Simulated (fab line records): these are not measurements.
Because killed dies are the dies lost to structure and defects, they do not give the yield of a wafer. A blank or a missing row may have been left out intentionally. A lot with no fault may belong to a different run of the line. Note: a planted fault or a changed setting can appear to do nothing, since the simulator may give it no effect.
fab line records    flow nand-harc
[record] lots = 13  wafers = 39  last-day = 24
route steps=1159 shown A_CONTACT@877 END@1159
lots that met no fault: taken from a fault-free run of the same line
start-h: hours from the record's first day to the start of the lot's first wafer shown    wait-h: time in hours since the lot's previous step    " repeats the value in the row above    L1.1+2: a row that stands for several wafers    - no value, or no start was given    * or withheld: withheld    < > ~ a bound
route shown NAME@n: a module of which the file shows steps, and the number in the route of the first    usual: mean/standard deviation taken from wafers without a fault    same: alike in all rows    chamber/n: place in a boat    sites: each site's reading    _std_site: the values' standard deviation    _edge_site: mean of outer sites minus mean of inner sites    radius-mm: for every site, how far away it sits from the centre of the wafer    mask NAME#n: copy n    behind: the last tool/chamber to shape the wafer    hold: the reason the lot was held/the length of the hold in hours/how it ended    device: names the non-switching transistor (n, p or np)    end of line: tests of these same wafers at the route's end    where a step has no rows: the recipe by itself    killed: dies that structure and defects cost at the first sort, which is not the same as the wafer's yield    map: a wafer's dies, marking killed ones x, the rest . and places with no die _
set.NAME: the setting the step ran with; set.NAME@STEP: the setting that earlier step ran with    model.NAME: the simulator's own value behind a step, which no gauge read
one table for each step of the route and one row for each wafer, over a sample of lots
services: when a tool's chamber went out of use (start-h, in hours from the record's first day, below 0 if earlier), for how many hours, and the reason
[[steps]]
[step NHARC_A_CONTACT_CD_MEAS_53]
[usual] cd-nm = 189.5/0.92
lot.wafer  tool       chamber  start-h  wait-h  cd-nm
L894.3     cd-sem-03  -        359.55   -       189.9
L894.4     "          -        "        "       190.0
L894.5     "          -        "        "       190.3
L895.2     cd-sem-03  -        369.26   -       190.0
L895.3     "          -        "        "       189.9
L895.6     "          -        "        "       189.6
L897.2     cd-sem-03  -        376.07   -       190.3
L897.4     "          -        "        "       191.3
L897.5     "          -        "        "       190.7
L896.2     cd-sem-01  -        385.11   -       190.4
L896.3     "          -        "        "       190.5
L896.4     "          -        "        "       189.8
L899.1     cd-sem-03  -        392.31   -       190.7
L899.2     "          -        "        "       190.4
L899.5     "          -        "        "       190.8
L898.1     cd-sem-01  -        394.16   -       190.3
L898.2     "          -        "        "       189.8
L898.6     "          -        "        "       190.4
L900.1     cd-sem-01  -        397.53   -       189.2
L900.3     "          -        "        "       188.7
L900.6     "          -        "        "       189.7
L901.1     cd-sem-03  -        414.10   -       191.1
L901.2     "          -        "        "       190.1
L901.4     "          -        "        "       190.5
L911.1     cd-sem-01  -        475.64   -       189.8
L911.2     "          -        "        "       190.6
L911.5     "          -        "        "       189.9
L912.2     cd-sem-03  -        485.28   -       189.6
L912.3     "          -        "        "       190.3
L912.6     "          -        "        "       189.8
L916.2     cd-sem-02  -        491.74   -       188.6
L916.4     "          -        "        "       188.1
L916.5     "          -        "        "       188.6
L915.2     cd-sem-03  -        495.53   -       188.4
L915.4     "          -        "        "       188.9
L915.6     "          -        "        "       188.2
L913.1     cd-sem-03  -        497.80   -       189.6
L913.2     "          -        "        "       188.6
L913.4     "          -        "        "       188.5
[step NHARC_A_CONTACT_DEP_58]
[recipe] target-thk-a = 600  target-thk-nm = 60  temp-c = 400  pressure-torr = 3.5  flow-sccm = 200  rf-w = 350  material = SiON
[usual] heater-power-w = 795/93  rf-fwd-power-W = 348.4/1.1
lot.wafer  tool      chamber  start-h  wait-h  heater-power-w  rf-fwd-power-W
L894.3     pecvd-02  0        364.81   1.0     959             348.3
L894.4     "         1        "        "       740             349.2
L894.5     "         1        "        "       743             348.3
L895.2     pecvd-02  0        374.12   1.2     1001            347.9
L895.3     "         1        "        "       826             348.9
L895.6     "         2        "        "       758             348.3
L897.2     pecvd-02  1        381.42   1.3     839             348.9
L897.5     "         0        "        "       961             347.2
L897.4     "         1        "        "       821             349.8
L896.2     pecvd-02  0        389.58   1.8     972             348.5
L896.3     "         1        "        "       823             348.5
L896.4     "         0        "        "       972             348.4
L899.1     pecvd-02  2        395.32   1.8     790             348.4
L899.2     "         0        "        "       986             347.9
L899.5     "         0        "        "       958             346.9
L898.1     pecvd-01  2        396.94   1.5     909             347.6
L898.2     "         1        "        "       814             346.9
L898.6     "         0        "        "       741             349.6
L900.1     pecvd-04  2        400.86   1.5     687             349.2
L900.3     "         1        "        "       653             348.3
L900.6     "         1        "        "       678             349.5
L901.1     pecvd-02  1        416.85   1.5     710             348.8
L901.2     "         0        "        "       935             348.3
L901.4     "         2        "        "       746             349.5
L911.1     pecvd-01  2        478.38   1.5     873             347.8
L911.2     "         1        "        "       760             346.5
L911.5     "         0        "        "       759             348.9
L912.3     pecvd-02  2        491.41   0.9     889             349.7
L912.2     "         0        "        "       941             349.5
L912.6     "         2        "        "       880             349.1
L916.2     pecvd-01  2        496.63   1.2     838             345.8
L916.5     "         1        "        "       764             348.3
L916.4     "         0        "        "       709             348.5
L915.2     pecvd-02  2        498.40   1.2     773             350.5
L915.6     "         1        "        "       761             347.8
L915.4     "         0        "        "       971             349.0
L913.2     pecvd-01  0        502.15   1.2     716             348.9
L913.1     "         2        "        "       823             349.5
L913.4     "         2        "        "       821             351.7
[step NHARC_A_CONTACT_ETCH_75]
[recipe] target-depth-a = 390  over-etch-frac = 0.3  time-s = 65  ion-energy-ev = 80  cf4-flow-sccm = 150  ar-flow-sccm = 0  rf-w = 300  bias-w = 100  chemistry = CF4
[usual] drypump-motor-current-A = 5.9/0.37  oes-product-au = 1.003/0.011  rf-fwd-power-W = 297.2/1.3  rf-vpp-V = 150.7/0.96  run-length-s = 86.4/0.54  showerhead-plenum-p-Torr = 1.72/0.044  throttle-valve-pct = 13.283/0.0098
lot.wafer  tool         chamber  start-h  wait-h  drypump-motor-current-A  oes-product-au  rf-fwd-power-W  rf-hours-counter-h  rf-vpp-V  run-length-s  showerhead-plenum-p-Torr  throttle-valve-pct
L894.4     rie-diel-03  3        365.89   0.1     5.3                      1.011           297.9           48                  150.3     86.8          1.73                      13.276
L894.3     "            1        "        "       6.0                      1.000           298.3           51                  150.7     85.6          1.69                      13.272
L894.5     "            2        "        "       5.6                      1.001           296.4           -                   150.2     86.6          1.67                      13.288
L895.3     rie-diel-06  3        375.10   0.1     5.7                      1.003           297.2           23                  151.2     85.9          1.80                      13.276
L895.2     "            1        "        "       5.7                      1.011           298.6           26                  151.1     87.4          1.75                      13.279
L895.6     "            1        "        "       5.7                      1.029           299.2           -                   151.1     86.9          1.75                      13.287
L897.2     rie-diel-08  1        382.23   0.1     5.9                      1.007           295.4           23                  151.7     86.9          1.71                      13.294
L897.4     "            2        "        "       6.5                      0.995           296.6           24                  150.5     86.4          1.79                      13.286
L897.5     "            1        "        "       5.9                      1.013           294.4           -                   151.7     87.0          1.71                      13.292
L896.3     rie-diel-06  3        390.57   0.1     5.6                      0.997           296.6           26                  151.5     85.9          1.80                      13.290
L896.2     "            0        "        "       6.0                      1.007           297.7           28                  151.4     85.9          1.72                      13.291
L896.4     "            1        "        "       5.7                      1.018           299.1           29                  150.3     87.2          1.74                      13.263
L899.1     rie-diel-08  3        396.32   0.1     5.5                      0.991           296.9           32                  151.8     86.7          1.71                      13.286
L899.2     "            0        "        "       6.3                      0.985           295.8           30                  150.1     85.6          1.66                      13.274
L899.5     "            2        "        "       6.4                      0.999           297.3           -                   151.0     86.8          1.79                      13.283
L898.2     rie-diel-06  0        397.95   0.1     5.9                      1.005           298.9           30                  149.2     86.4          1.72                      13.277
L898.1     "            2        "        "       6.6                      0.992           299.6           25                  149.7     85.9          1.74                      13.288
L898.6     "            3        "        "       5.7                      1.002           295.7           -                   152.9     86.7          1.80                      13.280
L900.1     rie-diel-03  0        401.89   0.1     6.5                      1.003           295.6           0                   149.9     86.3          1.65                      13.277
L900.3     "            1        "        "       6.0                      1.006           298.4           0                   150.0     85.4          1.69                      13.285
L900.6     "            0        "        "       6.5                      1.006           296.9           -                   150.6     86.3          1.65                      13.269
L901.1     rie-diel-06  0        417.85   0.1     5.9                      1.020           298.8           32                  150.3     86.3          1.72                      13.264
L901.4     "            1        "        "       5.7                      1.007           296.9           33                  149.4     87.7          1.74                      13.285
L901.2     "            3        "        "       5.6                      0.992           296.2           30                  150.9     85.9          1.80                      13.285
L911.1     rie-diel-06  1        479.38   0.1     5.7                      1.013           298.5           10                  149.1     87.0          1.74                      13.275
L911.2     "            2        "        "       6.6                      0.997           -               10                  151.1     70.6          1.74                      13.300
L911.5     "            1        "        "       5.7                      1.021           297.5           -                   151.1     87.1          1.74                      13.299
L912.2     rie-diel-08  1        492.42   0.1     5.9                      0.991           295.8           2                   148.2     87.0          1.70                      13.284
L912.3     "            0        "        "       6.2                      0.998           298.9           2                   150.1     85.9          1.65                      13.285
L912.6     "            2        "        "       6.5                      1.015           296.6           -                   151.8     86.5          1.78                      13.285
L916.2     rie-diel-03  1        497.48   0.1     6.0                      1.010           297.2           37                  149.4     85.5          1.68                      13.290
L916.4     "            0        "        "       6.5                      0.999           296.6           36                  149.9     86.1          1.64                      13.276
L916.5     "            1        "        "       6.0                      1.009           296.2           -                   150.3     85.4          1.68                      13.278
L915.4     rie-diel-08  3        499.47   0.2     5.6                      0.991           297.4           5                   151.3     87.3          1.70                      13.274
L915.2     "            2        "        "       6.4                      1.005           296.5           5                   151.4     86.9          1.78                      13.285
L915.6     "            3        "        "       5.5                      0.989           296.4           -                   150.9     86.6          1.70                      13.276
L913.4     rie-diel-03  3        503.14   0.1     5.3                      1.022           300.4           37                  149.6     86.3          1.71                      13.279
L913.2     "            0        "        "       6.5                      0.999           297.0           37                  149.5     86.7          1.64                      13.298
L913.1     "            1        "        "       6.0                      1.001           300.0           39                  150.2     85.4          1.68                      13.288
[step NHARC_A_CONTACT_ETCH_125]
[recipe] source-w = withheld  pressure-mtorr = 20  bias-v = 1200  time-s = 155  target-depth-a = 9560  ar-flow-sccm = withheld  c4f8-flow-sccm = withheld  o2-flow-sccm = withheld  chemistry = C4F8/O2/Ar
[usual] run-length-s = 155/0
lot.wafer  tool             chamber  start-h  wait-h  rf-hours-counter-h  run-length-s
L894.4     har-cap-etch-01  1        367.17   0.1     -                   155
L894.3     "                0        "        "       -                   155
L894.5     "                1        "        "       -                   155
L895.2     har-cap-etch-03  0        376.56   0.2     82                  155
L895.3     "                0        "        "       -                   155
L895.6     "                0        "        "       -                   155
L897.2     har-cap-etch-01  0        383.48   0.2     56                  155
L897.4     "                0        "        "       -                   155
L897.5     "                0        "        "       -                   155
L896.2     har-cap-etch-02  0        391.80   0.2     12                  155
L896.3     "                0        "        "       -                   155
L896.4     "                1        "        "       -                   155
L899.2     har-cap-etch-02  0        397.72   0.2     14                  155
L899.1     "                1        "        "       14                  155
L899.5     "                0        "        "       -                   155
L898.1     har-cap-etch-01  1        399.47   0.2     60                  155
L898.2     "                0        "        "       60                  155
L898.6     "                1        "        "       -                   155
L900.1     har-cap-etch-02  0        403.13   0.2     15                  155
L900.3     "                0        "        "       -                   155
L900.6     "                0        "        "       -                   155
L901.1     har-cap-etch-01  1        419.27   0.2     62                  155
L901.2     "                0        "        "       62                  155
L901.4     "                0        "        "       -                   155
L911.1     har-cap-etch-01  0        480.61   0.2     73                  155
L911.2     "                1        "        "       73                  155
L911.5     "                1        "        "       -                   155
L912.2     har-cap-etch-02  0        493.68   0.2     31                  155
L912.3     "                1        "        "       -                   155
L912.6     "                0        "        "       -                   155
L916.2     har-cap-etch-02  1        498.86   0.2     32                  155
L916.4     "                0        "        "       -                   155
L916.5     "                1        "        "       -                   155
L915.2     har-cap-etch-03  0        500.79   0.2     103                 155
L915.4     "                1        "        "       -                   155
L915.6     "                1        "        "       -                   155
L913.2     har-cap-etch-02  0        504.54   0.2     34                  155
L913.1     "                1        "        "       34                  155
L913.4     "                1        "        "       -                   155
[step NHARC_END_SORT_01]
[recipe] temp-c = 25
[usual] killed-at-array = 27/9.9  killed-at-other = 0.6/0.84  killed-at-periphery = 3.7/2.5  killed-dies = 31/9.9  killed-open = 3.0/1.6  killed-short = 1.9/1.2
[same] gross-dies = 677
lot.wafer  tool       chamber  start-h  wait-h  killed-at-array  killed-at-other  killed-at-periphery  killed-dies  killed-open  killed-short
L911.1     prober-02  0        541.40   2.5     35               2                0                    37           1            3
L911.2     prober-02  0        542.19   2.8     20               0                2                    22           4            3
L911.5     prober-02  0        544.56   3.7     20               3                2                    25           3            1
L915.2     prober-01  0        559.18   2.8     33               2                7                    42           5            1
L915.4     prober-01  0        560.82   3.5     39               0                8                    47           2            3
L915.6     prober-01  0        562.46   4.1     40               2                7                    49           2            3
// killed by level:class
L911.1 A_CHANNEL_HOLE_D1:chamber-film-flake=22 A_CONTACT:chamber-film-flake=6 A_STAIRCASE:chamber-film-flake=3 THIN_TSV:chamber-film-flake=2 A_SOURCE_PLATE:geometric-particle:short=1 A_CHANNEL_FILL_D1:geometric-particle:short=1 A_SGD_CUT:geometric-particle:short=1 A_M1:geometric-particle:open=1
L911.2 A_CHANNEL_HOLE_D1:chamber-film-flake=7 A_CONTACT:chamber-film-flake=4 A_CHANNEL_FILL_D1:geometric-particle:short=3 A_CONTACT:geometric-particle:open=2 P_CONTACT:geometric-particle:open=1 A_BLC:geometric-particle:open=1 P_STI:chamber-film-flake=1 A_ZERO_WELL:chamber-film-flake=1
L911.5 A_CHANNEL_HOLE_D1:chamber-film-flake=6 A_CONTACT:chamber-film-flake=4 A_ZERO_WELL:chamber-film-flake=3 A_STAIRCASE:chamber-film-flake=3 P_STI:chamber-film-flake=2 THIN_TSV:chamber-film-flake=2 A_ONON_D1:geometric-particle:open=1 A_CONTACT:geometric-particle:open=1
L915.2 A_CHANNEL_HOLE_D1:chamber-film-flake=20 A_CONTACT:chamber-film-flake=5 P_M0:chamber-film-flake=3 P_M2:chamber-film-flake=3 A_STAIRCASE:chamber-film-flake=3 A_WL_FILL:geometric-particle:open=2 THIN_TSV:chamber-film-flake=2 P_M0:geometric-particle:open=1
L915.4 A_CHANNEL_HOLE_D1:chamber-film-flake=27 A_STAIRCASE:chamber-film-flake=7 P_M2:chamber-film-flake=4 P_M0:chamber-film-flake=2 P_CONTACT:geometric-particle:open=1 A_CHANNEL_HOLE_D1:geometric-particle:short=1 A_CHANNEL_FILL_D1:geometric-particle:open=1 A_SGD_CUT:geometric-particle:short=1
L915.6 A_CHANNEL_HOLE_D1:chamber-film-flake=24 A_STAIRCASE:chamber-film-flake=9 P_M2:chamber-film-flake=4 A_CHANNEL_HOLE_D1:geometric-particle:short=2 P_M0:chamber-film-flake=2 A_CONTACT:chamber-film-flake=2 THIN_TSV:chamber-film-flake=2 A_ONON_D1:geometric-particle:open=1
[[services]]
tool         chamber  start-h  hours  kind
pecvd-02     0        347.23   -      clean
pecvd-02     1        347.23   -      clean
pecvd-02     2        347.23   -      clean
pecvd-01     -        349.08   2.5    repair
pecvd-02     2        359.66   11.2   repair
rie-diel-06  2        363.74   8.6    repair
pecvd-04     -        372.34   0.7    repair
pecvd-01     0        372.73   8.4    repair
rie-diel-06  2        372.95   7.0    repair
pecvd-04     -        376.42   13.0   pm
rie-diel-03  -        392.49   9.0    pm
pecvd-04     0        398.42   2.6    repair
rie-diel-08  3        412.25   7.3    repair
pecvd-01     -        418.00   13.0   pm
rie-diel-06  -        418.25   9.0    pm
rie-diel-08  0        425.33   4.7    repair
rie-diel-03  2        435.96   5.0    repair
pecvd-01     -        454.81   1.0    repair
rie-diel-08  2        457.24   16.9   repair
rie-diel-08  -        478.95   9.0    pm
pecvd-02     -        483.35   0.3    repair
pecvd-04     -        493.58   0.7    repair
rie-diel-06  2        496.83   10.5   repair
rie-diel-08  0        501.98   4.2    repair
[[key]]
[first-sign] step = NHARC_A_CONTACT_ETCH_75  reading = run-length-s  direction = down  sigmas = 29  usual = *  struck = *
effect none on later readings
met-at NHARC_A_CONTACT_ETCH_75
struck-lots L911
struck-wafers L911.2
tester-left-out L911
not-acting-at NHARC_A_CONTACT_CD_MEAS_53,NHARC_A_CONTACT_DEP_58,NHARC_A_CONTACT_ETCH_125
onset-between 417.85 479.38
[fault] kind = process-parameter-drift  tool = rie-diel-06  chamber = -  onset-h = 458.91  steps = NHARC_A_CONTACT_ETCH_75  channel = time-s  offset = *  shape = step  end-h = 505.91  scope = struck-wafers-only  acts-in = *  stated = *
// tester-left-out: of these lots the tester's yield and bins aren't shown, on N5 and GAA mostly nor the transistor test; their killed dies are dies lost to structure and defects alone, not to doping, threshold or leakage, so they don't give the yield
